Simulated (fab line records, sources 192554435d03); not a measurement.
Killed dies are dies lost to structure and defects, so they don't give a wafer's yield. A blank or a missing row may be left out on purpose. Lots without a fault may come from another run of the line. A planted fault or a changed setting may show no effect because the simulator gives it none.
Which tool did it? | flow n5_finfet | 12 lots, 36 wafers sampled, at 2 steps of a route of 1938

WHAT THE GAUGES READ, wafer by wafer
N5_BEOL_M1_INSPECT_13: inspects for defects (brightfield).
lot  | measured     | on                | raw_defect_count
L075 | day 6 10:24  | defect_inspect-01 | 566 336 363
L077 | day 6 19:03  | defect_inspect-02 | 371 341 335
L079 | day 7 07:59  | defect_inspect-01 | 267 364 257
L081 | day 7 20:37  | defect_inspect-02 | 396 375 300
L083 | day 8 11:09  | defect_inspect-02 | 443 437 535
L085 | day 8 19:22  | defect_inspect-02 | 572 509 417
L087 | day 9 08:12  | defect_inspect-02 | 356 283 317
L090 | day 10 01:38 | defect_inspect-01 | 308 213 247
L092 | day 10 15:08 | defect_inspect-02 | 483 569 594
L093 | day 10 21:35 | defect_inspect-02 | 321 362 265
L095 | day 11 09:32 | defect_inspect-02 | 384 365 430
L097 | day 11 22:05 | defect_inspect-02 | 824 612 674

WHICH TOOL RAN EACH LOT (tool, then ch and the chambers of the sampled wafers, then the start)
lot  | N5_BEOL_M1_PECVD_72
L075 | pecvd-03 ch 0,1, day 6 07:58
L077 | pecvd-02 ch 0,1,2, day 6 17:40
L079 | pecvd-03 ch 0,1,2, day 7 06:49
L081 | pecvd-03 ch 0,1,2, day 7 19:26
L083 | pecvd-04 ch 0,1,2, day 8 10:04
L085 | pecvd-03 ch 0,1,2, day 8 17:55
L087 | pecvd-02 ch 0,2, day 9 05:36
L090 | pecvd-04 ch 1,2, day 9 23:07
L092 | pecvd-04 ch 1, day 10 14:27
L093 | pecvd-03 ch 0,1,2, day 10 18:40
L095 | pecvd-03 ch 0,1, day 11 07:59
L097 | pecvd-04 ch 0,2, day 11 19:27
- N5_BEOL_M1_PECVD_72: deposits SiO2 from TEOS/O2, target thk 16 nm, time 18 s.

THE ANSWER, worked out from the rows above alone
Rule: what is usual is taken from the lots themselves. Put in order of their means at a reading, lots are off if they are a third of the lots or fewer, leave a main group of 4 or more, and stand apart from it by a gap of 3 or more times the standard deviation of the main group's means; of several such gaps the widest counts. A main group whose means are all the same, to the digits that the tables above print for the reading, isn't used. A lot without any number at a reading at which 4 lots or more have one is off too. The other lots that the step has rows for count as sound.
No lot is off at any reading shown: from this, nothing can be told.

WHAT THE SIMULATOR HAD PUT IN
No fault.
